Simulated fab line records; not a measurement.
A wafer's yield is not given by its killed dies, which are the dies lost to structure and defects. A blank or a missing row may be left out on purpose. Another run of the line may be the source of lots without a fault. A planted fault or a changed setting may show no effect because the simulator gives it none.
8D (eight disciplines) problem report, filled in by code | flow n5-finfet | the parts of the form that need people (team, actions taken, sign-off) are left out

== 1. THE PROBLEM ==
Mean of killed_at_M0_to_M3 at N5_PASSIVATION_PROBE_49: 175 across 6 wafers in 2 lots; on wafers with no fault it is 36 (standard deviation 11). That puts it +13 standard deviations away from the usual mean.
First seen on wafer L763.1, day 16 16:41, on prober-02. At this step, 6 wafers from 2 lots have a number in the record. Rule for "out", or "out of limits": more than 4 standard deviations from the usual mean. The rest of the wafers with a number are treated as sound.

== 2. WHAT THIS IS AND IS NOT ==
question                    | is                                                                                                      | is not
which readings at this step | killed_at_M0_to_M3, defect-limited-yield, killed-dies, sort_bin_5_function, sort-n-pass, sort-yield-pct | killed_at_M4_up, killed-at-front-end, killed-at-other, killed-short, sort_bin_6_memory
which lots                  | L763, L766                                                                                              | -
which wafers of those lots  | all that have a number                                                                                  | -
read on which tools         | prober-02                                                                                               | -
when                        | from day 16 16:41                                                                                       | up to then (0 sound wafers)

== 3. WHAT RULES OUT EACH SUSPECT ==
Counting: any tool at a process step up to the reading is kept as a suspect provided that every lot that is out went through it and no sound lot did after the first of them.
- pvd-sputter-01 at N5_BEOL_M3_SPUTTER_92 (material Cu, target thk 4.5 nm, time 8.29 s): kept. It ran every lot that is out, first L763 (day 11 13:21), and no sound lot after that.
- rie-diel-01 at N5_MIM_BOT_ETCH_STRIP_01 (strips in O2): kept. It ran every lot that is out, first L763 (day 16 06:17), and no sound lot after that.
- prober-02 at N5_PASSIVATION_PROBE_49: kept. It ran every lot that is out, first L763 (day 16 16:41), and no sound lot after that. Its own defect-limited-yield, killed_at_M0_to_M3, killed-dies, sort_bin_5_function, sort-n-pass, sort-yield-pct readings are out on those wafers.
pvd-sputter-01 at N5_BEOL_M3_SPUTTER_92, rie-diel-01 at N5_MIM_BOT_ETCH_STRIP_01 and prober-02 at N5_PASSIVATION_PROBE_49 are what is left after counting.

== 4. THE CAUSE (what the simulator had put in) ==
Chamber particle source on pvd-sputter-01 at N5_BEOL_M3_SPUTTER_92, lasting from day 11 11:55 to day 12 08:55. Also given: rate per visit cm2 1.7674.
Counting left 3 suspects, and this tool is among them.

== 5. THE EFFECT CHAIN, in route order ==
One row per reading whose mean, taken over the struck wafers that have a number, lies over 3 standard deviations from the usual. Only readings for which the record gives a usual standard deviation are gone through. hours: the time from each lot's start at the first step in this table that gives one to its start at this step, as a median over the lots. sigmas: the change in usual standard deviations.
hours | step                    | reading              | usual  | on struck wafers | change | sigmas
0     | N5_PASSIVATION_PROBE_49 | defect-limited-yield | 91.1 % | 80.5             | -10.6  | -7.1
0     | N5_PASSIVATION_PROBE_49 | killed_at_M0_to_M3   | 36     | 175              | +139   | +13
0     | N5_PASSIVATION_PROBE_49 | killed-dies          | 105    | 231              | +126   | +7.4
0     | N5_PASSIVATION_PROBE_49 | sort_bin_5_function  | 5.2 %  | 11.6             | +6.4   | +6.7
0     | N5_PASSIVATION_PROBE_49 | sort-n-pass          | 1075   | 949              | -126   | -7.4
0     | N5_PASSIVATION_PROBE_49 | sort-yield-pct       | 91.1 % | 80.5             | -10.6  | -7.1
It contains these process steps:
- N5_PASSIVATION_PROBE_49

== 6. WHAT WOULD HAVE CAUGHT IT SOONER ==
The fault began at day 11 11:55; the first out-of-limits reading in this record came at day 16 16:41, 125 hours later.
An alarm limit of 4 standard deviations would not have fired on the tool readings at N5_BEOL_M3_SPUTTER_92 for which the record gives a usual standard deviation, since none of them was out on any struck wafer.
By day 16 16:41, every lot that is out (2) had started N5_BEOL_M3_SPUTTER_92 on pvd-sputter-01. Tool hold at that time: it would have spared none of them.
